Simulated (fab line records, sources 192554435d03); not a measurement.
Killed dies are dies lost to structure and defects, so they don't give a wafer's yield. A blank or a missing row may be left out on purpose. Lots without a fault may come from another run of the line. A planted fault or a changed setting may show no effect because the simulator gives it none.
Chamber matching | flow n5_finfet | N5_BEOL_M0_SAQP_HM_OPEN_112 on rie_diel-05: 4 sister chambers
The step chemistry CHF3/O2, target SiO2, stops on a-Si, target depth 12 nm, time 13.5 s. 4 wafers are shown with their chamber, then 8 later ones without.

WAFERS WITH THEIR CHAMBER
wafer  | chamber | showerhead_plenum_p_Torr (Torr)
L086.1 | 2       | 2.52
L086.5 | 3       | 2.38
L086.6 | 1       | 2.48
L090.3 | 0       | 2.38

WAFERS WITHOUT THEIR CHAMBER
wafer  | showerhead_plenum_p_Torr (Torr)
L090.4 | 2.38
L090.5 | 2.48
L093.1 | 2.38
L093.4 | 2.51
L093.6 | 2.38
L094.1 | 2.37
L094.2 | 2.48
L094.5 | 2.51

WHICH CHAMBER EACH WENT THROUGH
wafer  | from the rows above     | in truth
L090.4 | can't be placed: 0 or 3 | 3
L090.5 | 1                       | 1
L093.1 | can't be placed: 0 or 3 | 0
L093.4 | 2                       | 2
L093.6 | can't be placed: 0 or 3 | 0
L094.1 | can't be placed: 0 or 3 | 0
L094.2 | 1                       | 1
L094.5 | 2                       | 2
Placed correctly: 4 of 8. Can't be placed from these rows: 4 (the true chamber is among the candidates in 4). Placed wrongly: 0.
How it was worked out, from the rows above alone: a wafer's distance from a chamber is the root of the sum, over the readings, of the square of ((its reading less the chamber's mean) divided by the reading's scatter). The wafer belongs to the nearest chamber; if the next one is less than 2 further off, it can't be placed. A chamber's mean is the mean of its shown wafers. The scatter: with one shown wafer a chamber, the root of the mean of the squares of how far each hidden wafer lies from its nearest shown one.
